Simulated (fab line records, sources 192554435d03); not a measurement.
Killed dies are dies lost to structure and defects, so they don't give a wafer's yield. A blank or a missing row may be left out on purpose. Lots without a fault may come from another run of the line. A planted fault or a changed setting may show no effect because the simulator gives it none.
A struck lot beside a sound one | flow n5_finfet | 37 steps out of a route of 1938
Sound: wafers L689.1, L689.3, L689.5. Struck: wafers L700.1, L700.4, L700.5. The cause comes at the end.
At each step with rows: each side's tool, then ch and its chambers, then its first start. Under that, the readings that differ: sound wafers | struck wafers | difference of the means | sigmas: that difference in standard deviations of wafers without a fault.
alike: readings whose means differ by less than 2 such deviations, and words and numbers that are the same on both sides. not compared: withheld readings, readings that some wafer has no value for, bounds like >300 that may hide the same value, and numbers for which the record gives no deviation and whose values overlap.
The two part at a step that has a row with sigmas, a row that says differs or no value, or rows on one side only. Numbers that don't overlap but have no deviation are shown without sigmas and don't part them. A reading that every wafer of one side lacks parts them only if that side has two wafers or more.

first, 12 steps without rows for these wafers: N5_BEOL_M3_SPUTTER_86 (material Cu, target thk 4.5 nm, time 8.29 s); N5_BEOL_M3_ANNEAL_87 (time 240 s); N5_BEOL_M3_SPUTTER_88 (material Cu, target thk 4.5 nm, time 8.29 s); N5_BEOL_M3_ANNEAL_89 (time 240 s); N5_BEOL_M3_SPUTTER_90 (material Cu, target thk 4.5 nm, time 8.29 s); N5_BEOL_M3_ANNEAL_91 (time 240 s); N5_BEOL_M3_SPUTTER_92 (material Cu, target thk 4.5 nm, time 8.29 s); N5_BEOL_M3_ANNEAL_93 (time 240 s); N5_BEOL_M3_SPUTTER_94 (material Cu, target thk 4.5 nm, time 8.29 s); N5_BEOL_M3_ANNEAL_95 (time 240 s); N5_BEOL_M3_SPUTTER_96 (material Cu, target thk 4.5 nm, time 8.29 s); N5_BEOL_M3_ECD_50 (material Cu, target thk 300 nm).
N5_BEOL_M3_ANNEAL_51: time 90 s.
  sound on rtp_anneal-02 ch 0, day 7 12:38; struck on rtp_anneal-02, day 10 12:00
  no value came back on the struck wafers for anneal_temp_c (C), anneal_temp_c_max, wafer_temp_C_max; on the sound wafers anneal_temp_c (C) reads 224.80 224.61 224.58
N5_BEOL_M3_CMP_52: polishes, stops on SiOC, t overpolish 6.8 s, target thk 40 nm.
  sound on cmp-01 ch 1,3, day 7 12:59; struck on cmp-03 ch 1,2,3, day 10 12:18
  reading                      | sound          | struck         | difference | sigmas
  barrier_field_endpoint_s (s) | 24.0 23.9 24.8 | 28.3 29.1 29.2 | +4.6       | +7
  time_to_endpoint_s (s)       | 64 61 63       | 83 81 81       | +19        | +6
  alike: motor_current_A, overpolish_run_s, slurry_filter_dp_kPa
then, 21 steps without rows for these wafers: N5_BEOL_M3_PRE_CLEAN_60 (time 15 s); N5_BEOL_M3_CO_CAP_55 (material Co, precursor CCTBA/H2, target thk 2 nm, time 102.1 s); N5_BEOL_M3_PRE_CLEAN_56 (time 15 s); N5_BEOL_M3_DEP_57 (deposits SiCN from 3MS/NH3, target thk 8 nm, time 14 s); N5_BEOL_M4_ILD_DEP_00 (deposits SiOC from DEMS/O2, target thk 79 nm, time 15.3 s); N5_BEOL_M4_PECVD_72 (deposits SiO2 from TEOS/O2, target thk 16 nm, time 18 s); N5_BEOL_M4_HM_DEP_02 (deposits TiN, target thk 20 nm); N5_BEOL_M4_COAT_61 (time 60 s, resist thk 60 nm); N5_BEOL_M4_COAT_62 (time 60 s, resist thk 12 nm); N5_BEOL_M4_COAT_73 (time 60 s, resist thk 5 nm); N5_BEOL_M4_COAT_05 (resist thk 30 nm); N5_BEOL_M4_EBR_07; N5_BEOL_M4_SOFTBAKE_06 (time 60 s); N5_BEOL_M4_EXPOSE_08 (exposes mask M4); N5_BEOL_M4_PEB_09 (peb time 60 s); N5_BEOL_M4_DEVELOP_10 (develop time 30 s); N5_BEOL_M4_DESCUM_16 (chemistry O2, time 7 s); N5_BEOL_M4_ETCH_74 (etches underlayer in N2/H2, target depth 6.5 nm, time 5.2 s); N5_BEOL_M4_ETCH_63 (etches SiARC in CF4, target depth 15.6 nm, time 26 s); N5_BEOL_M4_ETCH_64 (etches SOC in N2/H2, target depth 75 nm, overetch 22.5 nm, time 121.9 s); N5_BEOL_M4_STRIP_65 (strips in N2/H2).
N5_BEOL_M4_RC_MEAS_101:
  sound on prober-01 ch 0, day 7 23:49; struck on prober-02 ch 0, day 11 00:00
  reading       | sound       | struck      | difference | sigmas
  ION_P (uA/um) | 467 462 462 | 443 447 451 | -17        | -2
  alike: COMB_M3, DIBL_N, DIBL_P, IOFF_N, IOFF_P, ION_N, SS_N, SS_P, VT_N, VT_P
  not compared: COMB_M3_max_site
-- the record jumps here: 4 days lie between the struck wafers' starts before and after (it left off in module BEOL_M4 and takes up again in module PASSIVATION, whose first step shown is number 1936 of the route) --
N5_PASSIVATION_PROBE_49:
  sound on prober-01, day 12 17:42; struck on prober-01, day 15 11:29
  reading                  | sound          | struck         | difference | sigmas
  defect_limited_yield (%) | 90.8 92.5 92.5 | 79.0 72.6 60.1 | -21.4      | -16
  killed_at_M0_to_M3       | 35 34 34       | 186 246 407    | +245       | +22
  killed_dies              | 109 89 89      | 248 323 471    | +252       | +16
  killed_on_rim            | 9 10 8         | 10 16 152      | +50        | +15
  sort_n_pass              | 1071 1091 1091 | 932 857 709    | -252       | -16
  sort_yield_pct (%)       | 90.8 92.5 92.5 | 79.0 72.6 60.1 | -21.4      | -16
  alike: killed_at_M4_up, killed_at_contacts, killed_at_front_end, killed_at_other, killed_open, killed_short, sort_bin_5_function, sort_bin_6_memory

WHERE THEY PART
First at N5_BEOL_M3_ANNEAL_51; last, within this record, at N5_PASSIVATION_PROBE_49.

WHY: what the simulator had put in
Skipped step whole: rtp_anneal-02, from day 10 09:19 on, at N5_BEOL_M3_ANNEAL_51. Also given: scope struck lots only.
